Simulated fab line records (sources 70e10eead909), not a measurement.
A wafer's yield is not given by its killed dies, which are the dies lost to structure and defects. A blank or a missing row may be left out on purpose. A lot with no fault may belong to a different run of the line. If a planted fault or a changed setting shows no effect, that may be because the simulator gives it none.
Chamber matching :: flow nand harc :: NHARC_P_CONTACT_CMP_01 on cmp-04 has 4 sister chambers
The step polishes SiO2, target thk 200 nm. 4 wafers are shown with their chamber, then 12 later ones without.

## WAFERS PAIRED WITH THEIR CHAMBERS
wafer: L084.4
chamber: 0
motor current A (A): 12.5

wafer: L085.2
chamber: 2
motor current A (A): 11.5

wafer: L085.3
chamber: 3
motor current A (A): 10.4

wafer: L085.6
chamber: 1
motor current A (A): 13.5

## WAFERS MISSING THEIR CHAMBER
wafer: L089.2
motor current A (A): 10.6

wafer: L089.3
motor current A (A): 13.2

wafer: L089.6
motor current A (A): 12.6

wafer: L093.1
motor current A (A): 10.8

wafer: L093.5
motor current A (A): 13.9

wafer: L093.6
motor current A (A): 12.2

wafer: L097.2
motor current A (A): 13.3

wafer: L097.3
motor current A (A): 10.6

wafer: L097.5
motor current A (A): 13.0

wafer: L096.3
motor current A (A): 11.4

wafer: L096.4
motor current A (A): 12.7

wafer: L096.6
motor current A (A): 12.9

## CHAMBER TAKEN BY EACH
wafer: L089.2
from the rows above: 3
in truth: 3

wafer: L089.3
from the rows above: can't be placed: 1 or 0
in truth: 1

wafer: L089.6
from the rows above: 0
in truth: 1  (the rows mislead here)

wafer: L093.1
from the rows above: can't be placed: 3 or 2
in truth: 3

wafer: L093.5
from the rows above: 1
in truth: 1

wafer: L093.6
from the rows above: can't be placed: 0 or 2
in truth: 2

wafer: L097.2
from the rows above: can't be placed: 1 or 0
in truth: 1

wafer: L097.3
from the rows above: 3
in truth: 3

wafer: L097.5
from the rows above: can't be placed: 0 or 1
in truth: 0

wafer: L096.3
from the rows above: 2
in truth: 2

wafer: L096.4
from the rows above: can't be placed: 0 or 1
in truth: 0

wafer: L096.6
from the rows above: can't be placed: 0 or 1
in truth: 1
Correctly placed: 4 of 12. Cannot be placed on the basis of these rows: 7; the candidates contain the true chamber in 7. Number placed wrongly: 1.
How it was worked out, from the rows above alone: a wafer's distance from a chamber is the root of the sum, over the readings, of the square of ((its reading less the chamber's mean) divided by the reading's scatter). If the next closest chamber is less than 2 further off than the closest, the wafer can't be placed; otherwise it belongs to the closest. For every chamber, the mean is computed from those of its wafers that are shown. The scatter: with one shown wafer a chamber, the root of the mean of the squares of how far each hidden wafer lies from its nearest shown one.
